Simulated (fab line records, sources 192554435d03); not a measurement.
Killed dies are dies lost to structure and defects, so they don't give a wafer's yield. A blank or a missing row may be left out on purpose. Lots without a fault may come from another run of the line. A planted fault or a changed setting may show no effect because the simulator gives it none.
fab line records | flow n5_finfet
record lots=24 wafers=72 last_day=18
route steps=1938 shown BEOL_M6@1261 BEOL_M7@1263 BEOL_M8@1334
lots that met no fault: from a run of the same line without faults
start_h: hours from the record's first day to the start of the lot's first wafer shown | wait_h: hours since the lot's step before | " the same as in the row above | L1.1+2: a row that stands for several wafers | - no value, or no start given | * or withheld: withheld | < > ~ a bound
route shown NAME@n: a module of which the file shows steps, and the number in the route of the first | usual: mean/standard deviation of fault-free wafers | same: alike in all rows | chamber/n: place in a boat | sites: the reading at each site | _std_site: their standard deviation | _edge_site: outer sites' mean less inner sites' | radius_mm: how far each site lies from the wafer's centre | mask NAME#n: copy n | behind: the tool/chamber that last shaped the wafer | hold: why the lot was held/for how many hours/how that ended | device: the transistor (n, p or np) that didn't switch | end of line: the same wafers' tests at the end of the route | a step without rows: its recipe alone | killed: dies lost to structure and defects at the first sort, not the wafer's yield | map: a wafer's dies, x killed, . not, _ none there
set.NAME: the setting as run; set.NAME@STEP: as run at that earlier step | model.NAME: the simulator's own value behind a step, which no gauge read
steps of the route over a sample of lots; a table a step, a row a wafer
services: from which hour (start_h, from the record's first day; less than 0 if before it) a tool's chamber was out of use, for how many hours, and why
## steps
# step N5_BEOL_M6_RS_MEAS_57
# recipe thk_meas_gauge=four-point-probe reads=Cu_of_BEOL_M6_ECD_50+Co_of_BEOL_M6_CVD_78+TaN_of_BEOL_M6_ALD_77
# usual M6_RS=0.285/0.0083
# columns lot.wafer tool chamber start_h wait_h M6_RS[ohm/sq]
L074.3 film_metro-01 - 224.78 0.1 0.294
L074.4 " - " " 0.283
L074.5 " - " " 0.282
L076.1 film_metro-01 - 227.55 0.1 0.278
L076.2 " - " " 0.289
L076.5 " - " " 0.284
L075.3 film_metro-01 - 228.58 0.1 0.279
L075.4 " - " " 0.288
L075.6 " - " " 0.285
L079.1 film_metro-01 - 231.67 0.1 0.293
L079.3 " - " " 0.285
L079.5 " - " " 0.287
L081.1 film_metro-02 - 236.85 0.1 0.285
L081.3 " - " " 0.281
L081.6 " - " " 0.286
L077.1 film_metro-02 - 238.47 0.1 0.300
L077.3 " - " " 0.283
L077.6 " - " " 0.287
L082.1 film_metro-01 - 240.97 0.1 0.282
L082.4 " - " " 0.268
L082.5 " - " " 0.276
L080.1 film_metro-02 - 244.99 0.1 0.283
L080.4 " - " " 0.278
L080.5 " - " " 0.286
L078.1 film_metro-01 - 269.06 0.1 0.284
L078.4 " - " " 0.278
L078.5 " - " " 0.268
L083.3 film_metro-01 - 271.32 0.1 0.283
L083.5 " - " " 0.289
L083.6 " - " " 0.269
L084.2 film_metro-01 - 271.82 0.1 0.275
L084.5 " - " " 0.272
L084.6 " - " " 0.277
L085.2 film_metro-02 - 274.91 0.1 0.266
L085.3 " - " " 0.273
L085.5 " - " " 0.276
L086.2 film_metro-01 - 277.77 0.1 0.285
L086.3 " - " " 0.299
L086.6 " - " " 0.290
L087.3 film_metro-02 - 301.82 0.1 0.294
L087.4 " - " " 0.284
L087.5 " - " " 0.277
L089.1 film_metro-01 - 301.94 0.1 0.301
L089.3 " - " " 0.296
L089.5 " - " " 0.295
L088.1 film_metro-02 - 302.58 0.1 0.281
L088.2 " - " " 0.296
L088.3 " - " " 0.286
L090.1 film_metro-02 - 305.54 0.1 0.291
L090.2 " - " " 0.302
L090.6 " - " " 0.297
L091.1 film_metro-01 - 318.43 0.1 0.273
L091.4 " - " " 0.280
L091.5 " - " " 0.279
L092.2 film_metro-01 - 321.23 0.1 0.288
L092.4 " - " " 0.280
L092.6 " - " " 0.275
L093.2 film_metro-01 - 326.90 0.1 0.296
L093.3 " - " " 0.284
L093.6 " - " " 0.289
L094.1 film_metro-01 - 327.67 0.1 0.289
L094.2 " - " " 0.284
L094.4 " - " " 0.300
L095.4 film_metro-01 - 328.60 0.0 0.281
L095.5 " - " " 0.276
L095.6 " - " " 0.287
L097.2 film_metro-02 - 344.99 0.1 0.276
L097.3 " - " " 0.294
L097.6 " - " " 0.272
L096.1 film_metro-01 - 345.65 0.1 0.277
L096.3 " - " " 0.302
L096.5 " - " " 0.296
# step N5_BEOL_M7_ILD_DEP_00
# recipe material=SiCOH_lowk target_thk_a=1797.5 temp_c=300 precursor=DEMS/porogen pressure_torr=5 rf_w=500 time_s=33.4
# usual heater_power_w=306/58 showerhead_plenum_p_Torr=5.731/0.02 showerhead_vpp_V=1373/82 susceptor_temp_C=300.00/0.19 throttle_valve_pct=13.8/0.46
# columns lot.wafer tool chamber start_h wait_h heater_power_w showerhead_plenum_p_Torr showerhead_vpp_V susceptor_temp_C throttle_valve_pct
L074.3 pecvd-01 0 224.87 0.1 289 5.710 1398 300.03 13.6
L074.4 " 1 " " 280 5.728 1272 300.22 14.4
L074.5 " 1 " " 214 5.729 1287 300.23 14.4
L076.1 pecvd-01 1 227.61 0.0 275 5.731 1263 299.99 14.6
L076.2 " 0 " " 241 5.702 1429 300.02 14.0
L076.5 " 0 " " 254 5.703 1410 300.10 13.8
L075.3 pecvd-01 0 228.66 0.1 255 5.692 1386 299.63 13.8
L075.4 " 1 " " 267 5.729 1273 299.99 14.5
L075.6 " 0 " " 260 5.694 1389 299.84 13.9
L079.1 pecvd-01 1 231.74 0.0 224 5.745 1288 300.04 14.8
L079.3 " 0 " " 298 5.711 1404 299.84 13.8
L079.5 " 1 " " 236 5.721 1259 300.10 14.5
L081.1 pecvd-01 2 236.91 0.0 285 5.717 1347 300.14 13.1
L081.3 " 0 " " 295 5.722 1404 299.70 13.6
L081.6 " 0 " " 301 5.720 1384 299.97 13.7
L077.1 pecvd-02 2 238.53 0.0 242 5.752 1247 299.99 13.3
L077.3 " 1 " " 314 5.723 1564 299.82 14.4
L077.6 " 0 " " 291 5.761 1497 300.12 13.7
L082.1 pecvd-04 1 241.03 0.0 366 5.721 1411 299.64 13.4
L082.4 " 1 " " 373 5.719 1409 299.81 13.4
L082.5 " 0 " " 429 5.759 1382 300.08 14.2
L080.1 pecvd-02 2 245.05 0.0 244 5.750 1240 299.87 13.7
L080.4 " 0 " " 269 5.736 1485 299.89 13.7
L080.5 " 1 " " 311 5.725 1556 299.84 14.3
L078.1 pecvd-01 2 269.13 0.0 286 5.722 1348 300.22 13.0
L078.4 " 0 " " 277 5.714 1411 299.84 13.9
L078.5 " 1 " " 267 5.735 1302 300.11 14.6
L083.3 pecvd-02 0 271.38 0.0 233 5.746 1507 300.48 13.8
L083.5 " 0 " " 242 5.738 1494 300.11 14.0
L083.6 " 1 " " 347 5.724 1565 299.88 14.1
L084.2 pecvd-04 2 271.88 0.0 265 5.743 1325 300.01 13.5
L084.5 " 2 " " 278 5.734 1341 300.06 13.5
L084.6 " 1 " " 324 5.717 1391 300.18 13.0
L085.2 pecvd-01 0 274.97 0.0 300 5.701 1396 300.04 13.7
L085.3 " 1 " " 268 5.738 1268 299.91 14.6
L085.5 " 2 " " 255 5.711 1350 300.02 13.1
L086.2 pecvd-04 1 277.83 0.0 370 5.704 1399 300.06 13.3
L086.3 " 2 " " 316 5.763 1343 300.27 13.4
L086.6 " 1 " " 369 5.716 1392 300.33 13.4
L087.3 pecvd-01 0 301.89 0.0 280 5.696 1404 299.94 14.2
L087.4 " 0 " " 283 5.690 1405 299.88 13.8
L087.5 " 1 " " 265 5.739 1256 300.03 14.6
L089.1 pecvd-04 1 302.00 0.0 359 5.714 1391 300.01 13.2
L089.3 " 2 " " 317 5.748 1336 300.10 13.3
L089.5 " 2 " " 318 5.749 1351 300.21 13.5
L088.1 pecvd-01 0 302.65 0.0 306 5.705 1430 300.10 13.7
L088.2 " 2 " " 252 5.705 1346 300.05 13.0
L088.3 " 1 " " 247 5.727 1263 299.86 14.4
L090.1 pecvd-02 0 305.61 0.0 269 5.729 1486 300.01 13.8
L090.2 " 1 " " 353 5.744 1569 300.14 14.3
L090.6 " 0 " " 280 5.738 1502 299.85 13.5
L091.1 pecvd-04 1 318.49 0.0 329 5.706 1434 300.37 13.4
L091.4 " 0 " " 382 5.772 1361 299.50 14.5
L091.5 " 2 " " 321 5.759 1343 300.38 13.5
L092.2 pecvd-04 1 321.29 0.0 347 5.707 1402 300.00 13.1
L092.4 " 2 " " 286 5.762 1330 299.77 13.3
L092.6 " 1 " " 350 5.702 1403 299.99 13.6
L093.2 pecvd-01 0 326.96 0.0 279 5.715 1390 300.02 13.7
L093.3 " 2 " " 260 5.725 1354 300.34 13.3
L093.6 " 2 " " 261 5.725 1337 300.09 13.3
L094.1 pecvd-02 2 327.73 0.0 285 5.758 1256 300.11 13.6
L094.2 " 0 " " 272 5.754 1512 299.78 13.8
L094.4 " 2 " " 294 5.757 1259 299.99 13.9
L095.4 pecvd-04 2 328.68 0.1 300 5.734 1331 300.04 13.4
L095.5 " 0 " " 419 5.739 1384 300.04 14.0
L095.6 " 1 " " 370 5.704 1388 300.11 13.1
L097.2 pecvd-04 2 345.05 0.0 310 5.750 1331 299.99 13.8
L097.3 " 1 " " 368 5.720 1403 300.01 13.2
L097.6 " 1 " " 367 5.712 1398 300.02 13.1
L096.1 pecvd-04 1 345.71 0.0 317 5.728 1388 300.14 13.6
L096.3 " 2 " " 287 5.729 1349 300.03 13.6
L096.5 " 1 " " 323 5.712 1399 300.11 13.5
# step N5_BEOL_M7_INSPECT_13
# recipe mode=adi inspect_instrument=brightfield
# usual raw_defect_count=415/82
# columns lot.wafer tool chamber start_h wait_h raw_defect_count
L074.3 defect_inspect-01 - 228.01 0.0 298
L074.4 " - " " 569
L074.5 " - " " 448
L076.1 defect_inspect-01 - 230.63 0.0 424
L076.2 " - " " 496
L076.5 " - " " 441
L075.3 defect_inspect-01 - 231.33 0.0 365
L075.4 " - " " 288
L075.6 " - " " 347
L079.1 defect_inspect-02 - 233.49 0.0 434
L079.3 " - " " 518
L079.5 " - " " 396
L081.1 defect_inspect-01 - 239.82 0.0 446
L081.3 " - " " 395
L081.6 " - " " 375
L077.1 defect_inspect-01 - 240.07 0.0 425
L077.3 " - " " 605
L077.6 " - " " 608
L082.1 defect_inspect-02 - 243.36 0.0 519
L082.4 " - " " 607
L082.5 " - " " 425
L080.1 defect_inspect-01 - 247.79 0.0 366
L080.4 " - " " 354
L080.5 " - " " 347
L078.1 defect_inspect-01 - 271.47 0.0 355
L078.4 " - " " 425
L078.5 " - " " 371
L083.3 defect_inspect-02 - 275.23 0.0 326
L083.5 " - " " 301
L083.6 " - " " 295
L084.2 defect_inspect-01 - 275.41 0.0 442
L084.5 " - " " 355
L084.6 " - " " 575
L085.2 defect_inspect-02 - 276.76 0.0 338
L085.3 " - " " 459
L085.5 " - " " 342
L086.2 defect_inspect-01 - 279.68 0.0 272
L086.3 " - " " 441
L086.6 " - " " 368
L089.1 defect_inspect-01 - 304.69 0.0 360
L089.3 " - " " 388
L089.5 " - " " 454
L087.3 defect_inspect-01 - 304.89 0.0 406
L087.4 " - " " 571
L087.5 " - " " 391
L088.1 defect_inspect-02 - 305.05 0.0 456
L088.2 " - " " 378
L088.3 " - " " 349
L090.1 defect_inspect-01 - 308.96 0.0 531
L090.2 " - " " 711
L090.6 " - " " 469
L091.1 defect_inspect-01 - 320.37 0.0 552
L091.4 " - " " 364
L091.5 " - " " 394
L092.2 defect_inspect-01 - 323.50 0.0 543
L092.4 " - " " 368
L092.6 " - " " 300
L093.2 defect_inspect-01 - 329.27 0.0 435
L093.3 " - " " 351
L093.6 " - " " 348
L094.1 defect_inspect-02 - 330.07 0.0 335
L094.2 " - " " 496
L094.4 " - " " 333
L095.4 defect_inspect-01 - 331.38 0.0 374
L095.5 " - " " 483
L095.6 " - " " 421
L097.2 defect_inspect-01 - 347.72 0.0 373
L097.3 " - " " 430
L097.6 " - " " 367
L096.1 defect_inspect-01 - 348.21 0.0 560
L096.3 " - " " 481
L096.5 " - " " 365
# step N5_BEOL_M7_THK_MEAS_53
# recipe thk_meas_gauge=xrf reads=Cu_of_BEOL_M7_ECD_50
# usual M7_THK=78.2/2.2
# columns lot.wafer tool chamber start_h wait_h M7_THK[nm]
L074.3 film_metro-02 - 232.74 - 80.7
L074.4 " - " " 79.4
L074.5 " - " " 81.2
L076.1 film_metro-01 - 235.65 - 78.4
L076.2 " - " " 73.8
L076.5 " - " " 75.4
L075.3 film_metro-02 - 239.06 - 82.2
L075.4 " - " " 81.1
L075.6 " - " " 76.7
L079.1 film_metro-02 - 240.01 - 77.9
L079.3 " - " " 73.1
L079.5 " - " " 79.0
L081.1 film_metro-02 - 246.79 - 83.1
L081.3 " - " " 78.0
L081.6 " - " " 83.2
L077.1 film_metro-01 - 247.06 - 76.7
L077.3 " - " " 77.8
L077.6 " - " " 76.5
L082.1 film_metro-01 - 248.00 - 75.5
L082.4 " - " " 79.1
L082.5 " - " " 79.3
L080.1 film_metro-02 - 255.90 - 78.1
L080.4 " - " " 77.6
L080.5 " - " " 77.9
L078.1 film_metro-01 - 277.18 - 74.4
L078.4 " - " " 78.3
L078.5 " - " " 77.7
L083.3 film_metro-01 - 281.81 - 79.1
L083.5 " - " " 78.4
L083.6 " - " " 74.7
L084.2 film_metro-02 - 282.08 - 77.2
L084.5 " - " " 80.6
L084.6 " - " " 77.6
L085.2 film_metro-01 - 282.28 - 77.5
L085.3 " - " " 76.5
L085.5 " - " " 77.7
L086.2 film_metro-02 - 284.71 - 75.7
L086.3 " - " " 78.4
L086.6 " - " " 76.5
L089.1 film_metro-02 - 311.12 - 76.1
L089.3 " - " " 80.1
L089.5 " - " " 78.5
L087.3 film_metro-01 - 311.46 - 77.3
L087.4 " - " " 79.2
L087.5 " - " " 77.3
L088.1 film_metro-02 - 311.71 - 81.3
L088.2 " - " " 76.9
L088.3 " - " " 78.1
L090.1 film_metro-01 - 313.36 - 79.4
L090.2 " - " " 78.5
L090.6 " - " " 79.5
L091.1 film_metro-01 - 326.50 - 78.6
L091.4 " - " " 79.8
L091.5 " - " " 77.5
L092.2 film_metro-02 - 329.60 - 80.3
L092.4 " - " " 81.6
L092.6 " - " " 79.8
L093.2 film_metro-01 - 334.72 - 76.6
L093.3 " - " " 78.6
L093.6 " - " " 78.5
L094.1 film_metro-01 - 336.56 - 77.8
L094.2 " - " " 76.1
L094.4 " - " " 79.9
L095.4 film_metro-01 - 340.11 - 82.5
L095.5 " - " " 83.1
L095.6 " - " " 80.1
L097.2 film_metro-02 - 356.26 - 77.2
L097.3 " - " " 73.8
L097.6 " - " " 78.2
L096.1 film_metro-02 - 356.56 - 78.2
L096.3 " - " " 76.9
L096.5 " - " " 78.2
# step N5_BEOL_M8_THK_MEAS_01
# recipe reads=SiCOH_lowk_of_BEOL_M8_ILD_DEP_00
# usual M8_ILD_THK=155.1/2.2
# columns lot.wafer tool chamber start_h wait_h M8_ILD_THK[nm]
L074.3 film_metro-01 - 234.00 0.5 155.3
L074.4 " - " " 157.8
L074.5 " - " " 155.6
L076.1 film_metro-02 - 236.42 0.4 153.9
L076.2 " - " " 154.2
L076.5 " - " " 157.1
L075.3 film_metro-02 - 239.83 0.3 153.9
L075.4 " - " " 157.9
L075.6 " - " " 157.0
L079.1 film_metro-01 - 241.91 0.4 154.2
L079.3 " - " " 151.0
L079.5 " - " " 154.1
L081.1 film_metro-02 - 247.59 0.4 156.9
L081.3 " - " " 156.4
L081.6 " - " " 159.7
L077.1 film_metro-02 - 248.63 0.8 155.6
L077.3 " - " " 154.2
L077.6 " - " " 156.6
L082.1 film_metro-01 - 249.59 0.8 155.3
L082.4 " - " " 156.9
L082.5 " - " " 157.0
L080.1 film_metro-01 - 256.67 0.4 149.8
L080.4 " - " " 154.6
L080.5 " - " " 155.8
L078.1 film_metro-02 - 278.46 0.8 155.1
L078.4 " - " " 156.8
L078.5 " - " " 158.6
L083.3 film_metro-01 - 282.59 0.3 156.7
L083.5 " - " " 157.2
L083.6 " - " " 159.3
L084.2 film_metro-02 - 282.85 0.4 152.9
L084.5 " - " " 155.5
L084.6 " - " " 156.5
L085.2 film_metro-01 - 283.37 0.4 150.0
L085.3 " - " " 152.0
L085.5 " - " " 156.4
L086.2 film_metro-01 - 285.96 0.7 155.0
L086.3 " - " " 154.3
L086.6 " - " " 157.0
L089.1 film_metro-01 - 311.91 0.4 151.8
L089.3 " - " " 151.6
L089.5 " - " " 153.5
L087.3 film_metro-01 - 312.40 0.3 153.5
L087.4 " - " " 153.6
L087.5 " - " " 153.0
L088.1 film_metro-02 - 312.48 0.4 149.9
L088.2 " - " " 154.5
L088.3 " - " " 153.2
L090.1 film_metro-02 - 314.16 0.4 154.5
L090.2 " - " " 153.2
L090.6 " - " " 157.4
L091.1 film_metro-02 - 327.77 0.4 153.4
L091.4 " - " " 156.9
L091.5 " - " " 155.8
L092.2 film_metro-02 - 330.43 0.4 155.2
L092.4 " - " " 157.1
L092.6 " - " " 159.5
L093.2 film_metro-01 - 335.49 0.4 155.1
L093.3 " - " " 152.5
L093.6 " - " " 155.2
L094.1 film_metro-01 - 337.50 0.4 153.3
L094.2 " - " " 156.6
L094.4 " - " " 158.4
L095.4 film_metro-02 - 340.88 0.2 157.4
L095.5 " - " " 158.8
L095.6 " - " " 161.3
L097.2 film_metro-02 - 357.04 0.4 155.6
L097.3 " - " " 153.0
L097.6 " - " " 159.1
L096.1 film_metro-02 - 357.33 0.4 153.3
L096.3 " - " " 152.7
L096.5 " - " " 157.3
# step N5_BEOL_M8_PECVD_70
# recipe material=SiO2 target_thk_a=200 temp_c=400 precursor=TEOS/O2 pressure_torr=5.5 rf_w=450 teos_flow_sccm=53.8 gas=O2 flow_sccm=3000 time_s=22.7
# usual heater_power_w=715/120 showerhead_plenum_p_Torr=8.76/0.079 showerhead_vpp_V=1283/43 susceptor_temp_C=400.00/0.24 throttle_valve_pct=22.1/0.78
# columns lot.wafer tool chamber start_h wait_h heater_power_w showerhead_plenum_p_Torr showerhead_vpp_V susceptor_temp_C throttle_valve_pct
L074.3 pecvd-03 2 234.03 0.0 546 8.87 1318 400.24 20.9
L074.4 " 2 " " 547 8.85 1315 399.73 21.0
L074.5 " 0 " " 693 8.70 1206 399.67 21.9
L076.1 pecvd-04 0 236.46 0.0 1012 8.86 1312 400.26 22.6
L076.2 " 2 " " 614 8.84 1255 400.38 21.6
L076.5 " 1 " " 833 8.67 1348 400.36 21.4
L075.3 pecvd-04 2 239.86 0.0 604 8.83 1268 400.20 21.7
L075.4 " 2 " " 611 8.84 1280 400.17 21.4
L075.6 " 0 " " 966 8.87 1304 400.25 22.8
L079.1 pecvd-04 2 241.94 0.0 699 8.82 1274 400.28 21.6
L079.3 " 0 " " 1003 8.87 1313 400.07 22.7
L079.5 " 2 " " 714 8.83 1271 399.90 21.7
L081.1 pecvd-04 1 247.62 0.0 793 8.68 1362 399.95 21.3
L081.3 " 2 " " 755 8.80 1256 400.30 21.8
L081.6 " 1 " " 805 8.67 1347 399.69 21.3
L077.1 pecvd-04 2 248.67 0.0 699 8.82 1267 400.02 21.8
L077.3 " 1 " " 793 8.69 1335 400.23 21.3
L077.6 " 2 " " 702 8.83 1274 399.82 21.5
L082.1 pecvd-04 0 249.63 0.0 927 8.87 1308 400.62 22.7
L082.4 " 0 " " 961 8.89 1315 400.43 22.9
L082.5 " 2 " " 727 8.82 1255 399.98 21.6
L080.1 pecvd-04 0 256.71 0.0 959 8.88 1293 399.97 22.8
L080.4 " 0 " " 941 8.86 1299 399.95 22.8
L080.5 " 1 " " 833 8.72 1325 400.05 21.3
L078.1 pecvd-03 2 278.49 0.0 623 8.85 1311 400.02 21.5
L078.4 " 1 " " 749 8.78 1260 400.22 23.2
L078.5 " 2 " " 603 8.83 1286 399.87 21.2
L083.3 pecvd-03 2 282.63 0.0 525 8.83 1306 399.84 21.4
L083.5 " 2 " " 519 8.86 1278 399.93 21.2
L083.6 " 1 " " 718 8.79 1251 400.09 23.2
L084.2 pecvd-01 2 282.89 0.0 577 8.70 1273 400.02 21.2
L084.5 " 1 " " 672 8.76 1199 399.91 23.4
L084.6 " 0 " " 585 8.63 1314 399.86 22.3
L085.2 pecvd-01 1 283.41 0.0 680 8.76 1202 400.06 23.4
L085.3 " 2 " " 568 8.70 1301 399.91 21.3
L085.5 " 1 " " 654 8.74 1213 400.65 23.7
L086.2 pecvd-04 0 285.99 0.0 850 8.86 1305 400.22 22.8
L086.3 " 2 " " 644 8.80 1257 399.81 21.9
L086.6 " 2 " " 654 8.82 1295 400.18 21.6
L089.1 pecvd-04 0 311.95 0.0 868 8.87 1303 399.60 22.6
L089.3 " 0 " " 878 8.89 1313 399.76 22.7
L089.5 " 0 " " 892 8.89 1330 399.91 23.0
L087.3 pecvd-01 0 312.43 0.0 619 8.65 1317 399.67 22.3
L087.4 " 1 " " 613 8.75 1216 400.46 23.5
L087.5 " 2 " " 657 8.68 1267 399.53 21.3
L088.1 pecvd-01 2 312.52 0.0 609 8.70 1282 399.91 21.3
L088.2 " 0 " " 637 8.66 1343 400.27 22.5
L088.3 " 1 " " 677 8.74 1195 400.07 23.4
L090.1 pecvd-01 1 314.20 0.0 568 8.75 1230 400.53 23.3
L090.2 " 0 " " 596 8.63 1306 400.06 22.4
L090.6 " 2 " " 675 8.72 1269 400.27 21.4
L091.1 pecvd-04 1 327.81 0.0 724 8.68 1322 399.91 21.5
L091.4 " 1 " " 713 8.67 1331 399.61 21.4
L091.5 " 0 " " 1007 8.89 1317 399.94 22.9
L092.2 pecvd-03 1 330.46 0.0 682 8.78 1280 400.02 23.5
L092.4 " 0 " " 654 8.70 1196 399.85 22.0
L092.6 " 2 " " 620 8.84 1315 399.96 21.4
L093.2 pecvd-01 1 335.52 0.0 669 8.75 1216 400.05 23.5
L093.3 " 0 " " 650 8.64 1325 400.09 22.3
L093.6 " 2 " " 636 8.69 1297 399.94 21.2
L094.1 pecvd-01 0 337.54 0.0 675 8.67 1344 399.76 22.5
L094.2 " 2 " " 701 8.70 1274 400.03 21.5
L094.4 " 0 " " 660 8.63 1346 400.07 22.6
L095.4 pecvd-01 1 340.93 0.1 642 8.76 1216 399.93 23.4
L095.5 " 0 " " 661 8.67 1332 399.96 22.5
L095.6 " 2 " " 628 8.70 1263 400.09 21.4
L097.2 pecvd-03 0 357.07 0.0 691 8.73 1213 399.84 22.2
L097.3 " 2 " " 569 8.83 1273 400.02 21.3
L097.6 " 0 " " 703 8.70 1237 400.23 21.8
L096.1 pecvd-03 0 357.37 0.0 680 8.71 1224 399.73 22.0
L096.3 " 1 " " 713 8.78 1269 399.97 23.3
L096.5 " 1 " " 724 8.79 1259 399.86 23.2
## services
# columns tool chamber start_h hours kind
pecvd-01 2 202.43 - clean
pecvd-01 2 202.43 - consumable_replace:showerhead
pecvd-01 2 202.43 29.0 scheduled_down
pecvd-01 2 202.43 29.0 vent_cycle
pecvd-03 - 203.07 0.6 repair
pecvd-02 - 213.43 0.8 repair
pecvd-01 1 232.63 - calibration
pecvd-03 2 241.42 8.2 repair
pecvd-02 1 295.80 5.9 repair
pecvd-03 2 302.47 2.1 scheduled_down
pecvd-03 0 306.33 5.5 scheduled_down
pecvd-04 0 308.86 2.1 scheduled_down
pecvd-03 - 352.80 0.8 pm
pecvd-04 - 357.00 0.6 repair
## key
fault none
